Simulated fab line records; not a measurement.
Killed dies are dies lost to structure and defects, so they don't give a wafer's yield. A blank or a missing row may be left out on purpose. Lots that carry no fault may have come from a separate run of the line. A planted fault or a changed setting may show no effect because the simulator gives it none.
A struck lot beside a sound one    flow n5_finfet    33 steps out of a route of 1938
Sound: these wafers, L319.1, L319.3, L319.6. Struck: wafers L314.1, L314.2, L314.5. The cause comes at the end.
Per side, at each step with rows, come the tool, then ch with its chambers, and then its first start. Under that, the readings that differ: sound wafers    struck wafers    difference of the means    sigmas: that difference in standard deviations of wafers without a fault.
alike: readings with means less than 2 such deviations apart, plus words and numbers identical on both sides. not compared: withheld readings, readings lacking a value on some wafer, bounds such as >300 that could conceal the same value, and numbers that have no deviation in the record and whose values overlap.
Wherever a step has rows on one side only, a row that says differs or no value, or a row with sigmas, the two part there. Numbers that have no deviation but don't overlap get no sigmas and don't part them. A reading missing from all wafers of one side parts the sides only when that side holds two or more wafers.

first, 9 steps without rows for these wafers: N5_PASSIVATION_COAT_24; N5_PASSIVATION_EBR_26; N5_PASSIVATION_SOFTBAKE_25 (time 90 s); N5_PASSIVATION_EXPOSE_27 (exposes mask PAD, defocus 0 nm); N5_PASSIVATION_PEB_28; N5_PASSIVATION_DEVELOP_29 (develop time 60 s); N5_PASSIVATION_HARDBAKE_31 (time 120 s); N5_PASSIVATION_DESCUM_32 (chemistry O2, time 7.9 s); N5_PASSIVATION_AL_ETCH_33 (etches Al in Cl2/BCl3, stops on TaN, target depth 2800 nm, time 466.7 s).
N5_PASSIVATION_ETCH_59: etches TaN in Cl2/BCl3, target depth 65 nm, time 34.9 s.
  sound on rie_metal-01 ch 1, day 18 13:05; struck on rie_metal-02 ch 0,1, day 17 18:24
reading                 sound              struck             difference  sigmas
throttle_valve_pct (%)  21.19 21.19 21.20  21.02 21.08 21.06  -0.14       -2
  alike: drypump_motor_current_A, oes_product_au
  not compared: rf_hours_counter_h
then, 22 steps without rows for these wafers: N5_PASSIVATION_STRIP_34 (strips in O2); N5_PASSIVATION_STRIP_51 (strips in post etch residue remover, time 1200 s); N5_PASSIVATION_CLEAN_69 (cleans in IPA, time 180 s); N5_PASSIVATION_SRD_70 (time 30 s); N5_PASSIVATION_PECVD_53 (deposits SiO2 from TEOS/O2, target thk 800 nm, time 169.4 s); N5_PASSIVATION_PECVD_35 (deposits SiNx from SiH4/NH3/N2, target thk 700 nm, time 151.3 s); N5_PASSIVATION_HMDS_37 (time 60 s); N5_PASSIVATION_COAT_38; N5_PASSIVATION_EBR_40; N5_PASSIVATION_SOFTBAKE_39 (time 120 s); N5_PASSIVATION_EXPOSE_41 (exposes mask PASS OPEN, defocus 0 nm, target cd 40000 nm); N5_PASSIVATION_PEB_42; N5_PASSIVATION_DEVELOP_43 (develop time 60 s); N5_PASSIVATION_HARDBAKE_45 (time 120 s); N5_PASSIVATION_DESCUM_46 (chemistry O2, time 7.9 s); N5_PASSIVATION_PASS_ETCH_47 (etches SiNx in CF4/O2, target depth 770 nm, time 385 s); N5_PASSIVATION_ETCH_54 (etches SiO2 in CHF3/O2, target depth 880 nm, time 440 s); N5_PASSIVATION_STRIP_48 (strips in O2); N5_PASSIVATION_STRIP_52 (strips in post etch residue remover, time 1200 s); N5_PASSIVATION_CLEAN_71 (cleans in IPA, time 180 s); N5_PASSIVATION_SRD_72 (time 30 s); N5_PASSIVATION_ANNEAL_56 (time 1800 s).
N5_PASSIVATION_PROBE_49:
  rows exist in the record for the struck wafers here (prober-02, day 17 22:56), but not for the sound ones

== WHERE THEY PART ==
Earliest at N5_PASSIVATION_ETCH_59; latest, in this record, at N5_PASSIVATION_PROBE_49.

WHY: what the simulator had put in
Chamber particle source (rie_metal-02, N5_PASSIVATION_ETCH_59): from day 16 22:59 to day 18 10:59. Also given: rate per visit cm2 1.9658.
